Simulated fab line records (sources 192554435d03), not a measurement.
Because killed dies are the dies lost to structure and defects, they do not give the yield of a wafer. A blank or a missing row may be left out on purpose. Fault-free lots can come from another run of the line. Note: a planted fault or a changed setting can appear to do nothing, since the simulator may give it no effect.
Chamber matching    flow n5-finfet    3 sister chambers for N5_BEOL_M5_CO_CAP_78 on cvd-co-01
The step material Co, precursor CCTBA/H2, target thk 2 nm, time 102.1 s. 6 wafers are shown with their chamber, then 10 later ones without.

WAFERS WITH THEIR CHAMBER
wafer   chamber  heater-power-w (W)  chamber-pressure-Torr (Torr)
L084.6  1        276                 30.02
L088.2  0        248                 30.13
L088.3  1        265                 30.03
L088.5  2        253                 30.05
L094.1  0        244                 30.03
L094.2  2        239                 29.84

WAFERS MISSING THEIR CHAMBER
wafer   heater-power-w (W)  chamber-pressure-Torr (Torr)
L094.5  244                 30.14
L095.2  273                 30.13
L095.3  244                 30.19
L095.4  251                 30.03
L097.2  240                 30.01
L097.4  251                 30.08
L097.5  248                 29.93
L096.2  244                 30.01
L096.3  236                 30.01
L096.4  250                 29.97

CHAMBER TAKEN BY EACH
wafer   from the rows above           in truth
L094.5  can't be placed: 0 or 2       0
L095.2  1                             1
L095.3  can't be placed: 0 or 2       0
L095.4  can't be placed: 0 or 2 or 1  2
L097.2  can't be placed: 2 or 0       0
L097.4  can't be placed: 0 or 2       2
L097.5  can't be placed: 2 or 0       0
L096.2  can't be placed: 2 or 0       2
L096.3  can't be placed: 2 or 0       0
L096.4  can't be placed: 2 or 0       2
1 of 10 placed correctly. Not placeable from these rows: 9 (in 9, the candidates include the true chamber). Number placed wrongly: 0.
How it was worked out, from the rows above alone: a wafer's distance from a chamber is the root of the sum, over the readings, of the square of ((its reading less the chamber's mean) divided by the reading's scatter). If the next closest chamber is less than 2 further off than the closest, the wafer can't be placed; otherwise it belongs to the closest. For every chamber, the mean is computed from those of its wafers that are shown. The scatter is the square root of a quotient: the sum, over the shown wafers, of each reading's squared deviation from its chamber's mean, divided by wafers minus chambers.
